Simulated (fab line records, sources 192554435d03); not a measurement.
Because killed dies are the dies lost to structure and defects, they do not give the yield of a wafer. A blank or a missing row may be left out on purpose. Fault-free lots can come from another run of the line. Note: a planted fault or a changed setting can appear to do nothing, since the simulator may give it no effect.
Split-lot trial | flow n5-finfet | route with 1938 steps; 7 lots, 21 wafers read

## THE SPLIT ITSELF
At N5_SD_EPI_N_EPI_21 (deposits Si:P, time 690 s), the setting temp-c was moved away from the recipe's 680 C on 8 of the 21 wafers read, by -0.7% to +0.7%. The other wafers ran this setting at the recipe's value.

## FROM THE SPLIT TO THE READING: what the file shows between them, 14 steps
- N5_SD_EPI_N_EPI_MEAS_23
- N5_SD_EPI_P_COAT_35: time 60 s, resist thk 35 nm (also split here: spin-rpm)
- N5_SD_EPI_P_COAT_03: resist thk 150 nm
- N5_SD_EPI_P_EBR_05
- N5_SD_EPI_P_DESCUM_14: chemistry O2, time 7.9 s
- N5_SD_EPI_P_ETCH_36: etches SiARC in CF4, target depth 45.5 nm, time 75.8 s
- N5_SD_EPI_P_ETCH_37: etches SOC in N2/H2, overetch 108 nm, time 486 s
- N5_SD_EPI_P_STRIP_38: strips in N2/H2
- N5_SD_EPI_P_EPI_21: deposits SiGe:B, time 355 s
- N5_SD_EPI_P_HM_STRIP_48: strips SiNx in H3PO4, material SiNx, target depth 3 nm
- N5_SD_EPI_P_SRD_49: time 30 s
- N5_SD_EPI_P_PRECLEAN_24: cleans in O3/DIW, time 45 s
- N5_SD_ACTIVATION_RTA_00: time 0 s
- N5_SD_ACTIVATION_LSA_01: time 0.0008 s

## THE READING
RS_SD_N (ohm/sq), read at N5_SD_ACTIVATION_RS_MEAS_03 with a four-point probe. A value of 21.91 ohm/sq with a standard deviation of 0.25 ohm/sq is what fault-free wafers of this fab line usually give.

wafer  | tool, chamber at the split | temp-c as run, C | against the recipe | RS_SD_N, ohm/sq | against lot-mates on the recipe
L079.1 | epi-rpcvd-03, 0            | 675.3            | -0.7%              | 23.75           | +2.07
L079.3 | epi-rpcvd-03, 0            | 680              | recipe             | 21.68           | -
L079.4 | epi-rpcvd-03, 0            | 675.3            | -0.7%              | 23.57           | +1.89
L080.2 | epi-rpcvd-04, 0            | 680              | recipe             | 22.09           | -
L080.4 | epi-rpcvd-04, 0            | 684              | +0.6%              | 20.63           | -1.50
L080.5 | epi-rpcvd-04, 0            | 680              | recipe             | 22.16           | -
L082.1 | epi-rpcvd-04, 0            | 683.4            | +0.5%              | 21.14           | -1.04
L082.5 | epi-rpcvd-04, 0            | 680              | recipe             | 22.18           | -
L082.6 | epi-rpcvd-04, 0            | 683.4            | +0.5%              | 20.77           | -1.41
L083.1 | epi-rpcvd-03, 0            | 680              | recipe             | 21.46           | -
L083.3 | epi-rpcvd-03, 0            | 680              | recipe             | 21.33           | -
L083.5 | epi-rpcvd-03, 0            | 680              | recipe             | 21.67           | -
L092.2 | epi-rpcvd-03, 0            | 680              | recipe             | 22.20           | -
L092.4 | epi-rpcvd-03, 0            | 675.7            | -0.6%              | 23.61           | +1.56
L092.5 | epi-rpcvd-03, 0            | 680              | recipe             | 21.90           | -
L094.3 | epi-rpcvd-01, 0            | 684.8            | +0.7%              | 20.17           | -1.59
L094.4 | epi-rpcvd-01, 0            | 680              | recipe             | 21.76           | -
L094.6 | epi-rpcvd-01, 0            | 684.8            | +0.7%              | 20.48           | -1.28
L096.1 | epi-rpcvd-01, 0            | 680              | recipe             | 22.52           | -
L096.4 | epi-rpcvd-01, 0            | 680              | recipe             | 22.46           | -
L096.6 | epi-rpcvd-01, 0            | 680              | recipe             | 22.08           | -

FIT RESULTS
A straight line over all 21 wafers: RS_SD_N changes by -2.35 ohm/sq for each +1% of temp-c; r = -0.95; the points scatter about the line by 0.31 ohm/sq.
The same after taking each lot's own level away (the mean of its wafers on the recipe; 21 wafers): -2.47 ohm/sq for each +1%; r = -0.98; scatter 0.18 ohm/sq.
The reading moves by 1.7 ohm/sq for the largest change in temp-c, on that fit.
Across the lots, their own levels run from 21.487 to 22.353 ohm/sq, a range of 3.5 times the standard deviation given above.
Consequently the slope shifts little with the lot-to-lot level, the two slopes agreeing.
Check: with one of the wafers moved furthest among these (+0.7%) left out of the fit, the line predicts -1.71 ohm/sq for it against its lot-mates. Against them it came out at -1.59 ohm/sq.

## FURTHER SPLITS ON THESE WAFERS
Other splits were also applied to these wafers ahead of the reading. Each is held against what the fit with the lots' levels taken away leaves over:
other split on the same wafers             | wafers away from the commonest value | r with RS_SD_N (lot level and that fit taken away)
N5_ZERO_LAYER_ETCH_18 icp-w                | 7                                    | -0.10
N5_FIN_SAQP_ALD_61 ald-cycles              | 5                                    | -0.27
N5_FIN_SAQP_PECVD_47 time-s                | 7                                    | +0.28
N5_FIN_SAQP_ETCH_52 source-w               | 7                                    | -0.05
N5_FIN_SAQP_MANDREL_ETCH_22 over-etch-frac | 3                                    | +0.18
N5_FIN_CUT_CUT_ETCH_15 time-s              | 11                                   | -0.01
N5_SD_EPI_P_COAT_35 spin-rpm               | 6                                    | +0.00

## THE WHOLE CHAIN: every reading that the file lists as answering this split, in the file's order
step                        | what it does                                           | reading                                                                         | change (the file's fit)              | r (the file's)
N5_SD_EPI_N_EPI_21          | deposits Si:P, time 690 s                              | Si-P_of_SD_EPI_N_EPI_21.thk-nm (the simulator's own value, which no gauge read) | +7 nm for each +1% of the setting    | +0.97
N5_SD_EPI_N_EPI_MEAS_23     |                                                        | thk-nm                                                                          | withheld for each +1% of the setting | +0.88
N5_SD_EPI_P_HM_STRIP_48     | strips SiNx in H3PO4, material SiNx, target depth 3 nm | Si-P_of_SD_EPI_N_EPI_21.thk-nm (the simulator's own value, which no gauge read) | +6.94 nm for each +1% of the setting | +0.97
N5_SD_ACTIVATION_RS_MEAS_03 | measures by four-point-probe                           | RS_SD_N                                                                         | -2.46 for each +1% of the setting    | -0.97

## FILE'S OWN FIT
RS_SD_N changes by -2.46 ohm/sq for each +1% of temp-c, r = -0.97.
